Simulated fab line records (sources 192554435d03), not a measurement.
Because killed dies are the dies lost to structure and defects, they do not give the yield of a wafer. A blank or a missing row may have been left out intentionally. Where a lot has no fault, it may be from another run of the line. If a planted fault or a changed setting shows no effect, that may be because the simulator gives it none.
Which tool did it? -- flow n5 finfet -- Sampling: 12 lots, 36 wafers, 4 of 1938 route steps

WHAT THE GAUGES SHOWED, per wafer
N5_BEOL_M15_OVL_MEAS_29.
lot,measured,on,M15_OVL (nm)
L326,day 11 15:52,overlay-02,-8 -10 -10
L328,day 12 11:16,overlay-01,-1 -5 0
L331,day 13 06:13,overlay-01,-12 -6 -8
L329,day 13 08:23,overlay-01,-2 -4 0
L330,day 13 13:20,overlay-02,6 4 6
L334,day 13 17:19,overlay-02,-6 -10 -11
L341,day 15 03:17,overlay-02,-8 2 -3
L343,day 15 12:13,overlay-01,6 10 -2
L345,day 15 19:13,overlay-01,-3 -11 -5
L348,day 17 09:23,overlay-02,1 13 7
L349,day 17 13:54,overlay-02,-5 -7 -4
L347,day 17 18:13,overlay-01,0 0 -11

N5_MIM_TOP_LITHO_CD_MEAS_08: the cd target is 2000 nm.
lot,measured,on,cd nm (nm)
L326,day 11 21:57,cd sem-02,1999.2 1998.4 1998.8
L328,day 12 18:45,cd sem-01,2000.2 2000.3 2001.5
L331,day 13 18:34,cd sem-01,1997.7 1998.6 1999.2
L329,day 13 18:24,cd sem-02,1998.7 1998.5 1996.4
L330,day 13 22:19,cd sem-03,2000.6 2000.6 1999.8
L334,day 14 00:21,cd sem-03,2001.3 2000.5 2002.3
L341,day 15 13:49,cd sem-01,2000.5 1997.7 2000.4
L343,day 15 21:14,cd sem-01,2001.4 2000.2 1998.5
L345,day 16 05:36,cd sem-02,2001.2 2001.9 1998.1
L348,day 17 15:35,cd sem-03,1999.3 1998.6 1999.3
L349,day 17 20:31,cd sem-03,1995.5 2002.3 1999.4
L347,day 18 00:34,cd sem-01,1999.1 1998.0 2000.9

WHICH TOOL RAN EACH LOT (tool, then ch and the chambers of the sampled wafers, then the start)
lot,N5_MIM_TOP_ALD_01,N5_MIM_TOP_SPUTTER_03
L326,"ald hk-01 ch 0,1,2, day 11 20:00","pvd sputter-01, day 11 21:26"
L328,"ald hk-01 ch 0,2,3, day 12 16:00","pvd sputter-03, day 12 18:14"
L331,"ald hk-02 ch 0,1,2, day 13 17:00","pvd sputter-01, day 13 18:00"
L329,"ald hk-01 ch 0,1,3, day 13 16:00","pvd sputter-01, day 13 17:53"
L330,"ald hk-03 ch 2,3, day 13 21:00","pvd sputter-02, day 13 21:47"
L334,"ald hk-01 ch 1,2, day 13 22:00","pvd sputter-02, day 13 23:57"
L341,"ald hk-02 ch 1,2,3, day 15 12:00","pvd sputter-03, day 15 13:26"
L343,"ald hk-02 ch 0,1,3, day 15 19:00","pvd sputter-01, day 15 20:43"
L345,"ald hk-02 ch 0,1,3, day 16 04:00","pvd sputter-03, day 16 05:12"
L348,"ald hk-01 ch 0,1,3, day 17 13:00","pvd sputter-02, day 17 15:04"
L349,"ald hk-03 ch 1,3, day 17 19:00","pvd sputter-01, day 17 20:07"
L347,"ald hk-01 ch 0,1,2, day 17 23:00","pvd sputter-02, day 18 00:02"
- N5_MIM_TOP_ALD_01: deposits HfO2, target thk 5.6 nm, pulse time 1 s, purge time 3 s.
- N5_MIM_TOP_SPUTTER_03: material TiN, target thk 35 nm, time 89.7 s.

WHAT THE TOOLS THEMSELVES READ (means of the sampled wafers that have a number; where no wafer has one, the mark that the record gives instead)
N5_MIM_TOP_ALD_01.
lot,tool,precursor pulse height rel
L326,ald hk-01,0.985
L328,ald hk-01,0.983
L331,ald hk-02,1.005
L329,ald hk-01,0.997
L330,ald hk-03,0.978
L334,ald hk-01,0.990
L341,ald hk-02,1.005
L343,ald hk-02,0.998
L345,ald hk-02,1.013
L348,ald hk-01,1.010
L349,ald hk-03,0.997
L347,ald hk-01,1.020

N5_MIM_TOP_SPUTTER_03.
lot,tool,throttle valve pct (%)
L326,pvd sputter-01,31.5
L328,pvd sputter-03,30.0
L331,pvd sputter-01,31.4
L329,pvd sputter-01,30.3
L330,pvd sputter-02,30.1
L334,pvd sputter-02,30.3
L341,pvd sputter-03,29.5
L343,pvd sputter-01,30.7
L345,pvd sputter-03,28.6
L348,pvd sputter-02,30.5
L349,pvd sputter-01,30.4
L347,pvd sputter-02,30.5

THE ANSWER, worked out from the rows above alone
Rule: what is usual is taken from the lots themselves. The widest of any qualifying gaps counts: lots, ordered by their means at a reading, are off when they make up no more than a third of the lots, leave a main group of 4 or more, and stand apart from it by 3 or more times the standard deviation of that group's means. A main group is skipped when, at the precision printed for the reading in the tables above, its means are all equal. A lot without any number at a reading at which 4 lots or more have one is off too. The other lots that the step has rows for count as sound. After the gauges, taken in route order, come the tools' own readings; for these a lot's mean is taken, as printed above. The first step at which some lot is off is used, and at that step the reading that is off furthest; a lot without a number counts as furthest.
No lot is off at any reading shown: from this, nothing can be told.

WHAT THE SIMULATOR PUT IN
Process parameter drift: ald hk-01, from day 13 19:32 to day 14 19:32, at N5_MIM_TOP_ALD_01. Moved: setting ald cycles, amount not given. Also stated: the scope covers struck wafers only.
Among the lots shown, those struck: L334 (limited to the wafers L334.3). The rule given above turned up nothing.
